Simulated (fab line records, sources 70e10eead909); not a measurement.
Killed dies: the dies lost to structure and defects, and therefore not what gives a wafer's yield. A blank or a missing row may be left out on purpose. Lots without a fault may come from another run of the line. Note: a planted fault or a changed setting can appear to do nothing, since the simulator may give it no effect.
Matching of chambers | flow nandHarc | NHARC_A_M1_DEP_33 on pecvd-01: 3 sister chambers
The step deposits SiCN, target thk 30 nm. 3 wafers are shown with their chamber, then 7 later ones without.

== EACH WAFER AND ITS CHAMBER ==
wafer  | chamber | heaterPowerW (W)
L511.4 | 0       | 561
L520.1 | 1       | 518
L520.2 | 2       | 645

== WAFERS MISSING THEIR CHAMBER ==
wafer  | heaterPowerW (W)
L520.3 | 561
L519.1 | 574
L519.3 | 477
L519.6 | 554
L521.1 | 666
L521.2 | 491
L521.6 | 667

== THE CHAMBER EACH PASSED THROUGH ==
wafer  | from the rows above     | in truth
L520.3 | can't be placed: 0 or 1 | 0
L519.1 | can't be placed: 0 or 1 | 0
L519.3 | can't be placed: 1 or 0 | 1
L519.6 | can't be placed: 0 or 1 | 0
L521.1 | 2                       | 2
L521.2 | can't be placed: 1 or 0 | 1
L521.6 | 2                       | 2
Placed correctly: 2 of 7. From these rows, 5 cannot be placed; in 5 the true chamber is one of the candidates. Placed wrongly: 0.
How it was worked out, from the rows above alone: a wafer's distance from a chamber is the root of the sum, over the readings, of the square of ((its reading less the chamber's mean) divided by the reading's scatter). If the next closest chamber is less than 2 further off than the closest, the wafer can't be placed; otherwise it belongs to the closest. A chamber's mean is the mean of its shown wafers. The scatter (one wafer shown for each chamber): square how far every hidden wafer sits from the nearest shown wafer, average those squares and take the square root.
